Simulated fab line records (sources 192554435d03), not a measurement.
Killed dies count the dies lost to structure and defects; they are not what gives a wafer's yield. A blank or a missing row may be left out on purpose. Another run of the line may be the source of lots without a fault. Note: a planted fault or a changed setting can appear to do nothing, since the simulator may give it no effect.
The tool behind it: which one? :: flow n5-finfet :: 12 lots, 36 wafers sampled, at 3 steps of a route of 1938

## WHAT EACH GAUGE READ, for each wafer
N5_STI_FIN_REVEAL_CD_MEAS_22: target cd 6.238 nm, pitch 28 nm.
lot: L075
measured: day 2 17:53
on: cd-sem-01
cd-nm (nm): 6.31 5.87 6.28

lot: L077
measured: day 3 10:13
on: cd-sem-01
cd-nm (nm): 6.28 6.57 6.54

lot: L079
measured: day 3 19:43
on: cd-sem-01
cd-nm (nm): 6.42 6.21 6.49

lot: L081
measured: day 4 07:43
on: cd-sem-03
cd-nm (nm): 6.20 6.45 6.77

lot: L083
measured: day 4 19:43
on: cd-sem-02
cd-nm (nm): 6.29 5.92 6.56

lot: L085
measured: day 5 09:13
on: cd-sem-01
cd-nm (nm): 6.22 5.85 6.29

lot: L087
measured: day 5 19:51
on: cd-sem-02
cd-nm (nm): 6.37 6.57 6.17

lot: L089
measured: day 6 06:51
on: cd-sem-03
cd-nm (nm): 6.30 6.57 6.64

lot: L091
measured: day 6 17:38
on: cd-sem-02
cd-nm (nm): 5.64 5.85 6.11

lot: L093
measured: day 7 08:16
on: cd-sem-03
cd-nm (nm): 6.26 6.25 6.21

lot: L095
measured: day 7 23:17
on: cd-sem-02
cd-nm (nm): 6.70 6.10 6.57

lot: L097
measured: day 8 07:35
on: cd-sem-01
cd-nm (nm): 5.81 6.49 5.96

## WHICH TOOL RAN EACH LOT (tool, then ch and the chambers of the sampled wafers, then the start)
lot: L075
N5_STI_FIN_REVEAL_STRIP_24: rie-diel-02 ch 0,2, day 2 14:58
N5_STI_FIN_REVEAL_OXIDATION_33: plasma-asher-02 ch 0,1, day 2 17:43

lot: L077
N5_STI_FIN_REVEAL_STRIP_24: rie-diel-02 ch 1,2, day 3 07:20
N5_STI_FIN_REVEAL_OXIDATION_33: plasma-asher-02 ch 0,1, day 3 10:04

lot: L079
N5_STI_FIN_REVEAL_STRIP_24: rie-diel-04 ch 2,3, day 3 16:01
N5_STI_FIN_REVEAL_OXIDATION_33: plasma-asher-02 ch 0,1, day 3 19:33

lot: L081
N5_STI_FIN_REVEAL_STRIP_24: rie-diel-02 ch 0,1,2, day 4 04:49
N5_STI_FIN_REVEAL_OXIDATION_33: plasma-asher-02 ch 0,1, day 4 07:34

lot: L083
N5_STI_FIN_REVEAL_STRIP_24: rie-diel-06 ch 1,2,3, day 4 16:50
N5_STI_FIN_REVEAL_OXIDATION_33: plasma-asher-02 ch 0,1, day 4 19:33

lot: L085
N5_STI_FIN_REVEAL_STRIP_24: rie-diel-02 ch 0,2, day 5 06:18
N5_STI_FIN_REVEAL_OXIDATION_33: plasma-asher-01 ch 0,1, day 5 09:03

lot: L087
N5_STI_FIN_REVEAL_STRIP_24: rie-diel-02 ch 0,3, day 5 16:38
N5_STI_FIN_REVEAL_OXIDATION_33: plasma-asher-01 ch 1, day 5 19:41

lot: L089
N5_STI_FIN_REVEAL_STRIP_24: rie-diel-06 ch 0,2,3, day 6 03:36
N5_STI_FIN_REVEAL_OXIDATION_33: plasma-asher-01 ch 0,1, day 6 06:42

lot: L091
N5_STI_FIN_REVEAL_STRIP_24: rie-diel-04 ch 0,1,2, day 6 14:45
N5_STI_FIN_REVEAL_OXIDATION_33: plasma-asher-01 ch 0,1, day 6 17:28

lot: L093
N5_STI_FIN_REVEAL_STRIP_24: rie-diel-06 ch 0,1,2, day 7 05:23
N5_STI_FIN_REVEAL_OXIDATION_33: plasma-asher-02 ch 0,1, day 7 08:07

lot: L095
N5_STI_FIN_REVEAL_STRIP_24: rie-diel-04 ch 1,2,3, day 7 20:24
N5_STI_FIN_REVEAL_OXIDATION_33: plasma-asher-01 ch 0,1, day 7 23:07

lot: L097
N5_STI_FIN_REVEAL_STRIP_24: rie-diel-04 ch 1,2, day 8 04:43
N5_STI_FIN_REVEAL_OXIDATION_33: plasma-asher-01 ch 0,1, day 8 07:26
- N5_STI_FIN_REVEAL_STRIP_24: strips in N2/H2, time 90 s.
- N5_STI_FIN_REVEAL_OXIDATION_33: chemistry O2 PLASMA REMOTE, time 20 s.

## THE ANSWER, worked out from the rows above alone
Rule: the lots themselves supply what counts as usual. The widest of any qualifying gaps counts: lots, ordered by their means at a reading, are off when they make up no more than a third of the lots, leave a main group of 4 or more, and stand apart from it by 3 or more times the standard deviation of that group's means. Not used: any main group whose means are identical at the precision the tables above print for the reading. A lot without any number at a reading at which 4 lots or more have one is off too. Where the step has rows for the other lots, those lots are counted as sound.
Across all readings shown, no lot is off: no conclusion can be drawn from this.

## WHAT HAD BEEN PUT IN BY THE SIMULATOR
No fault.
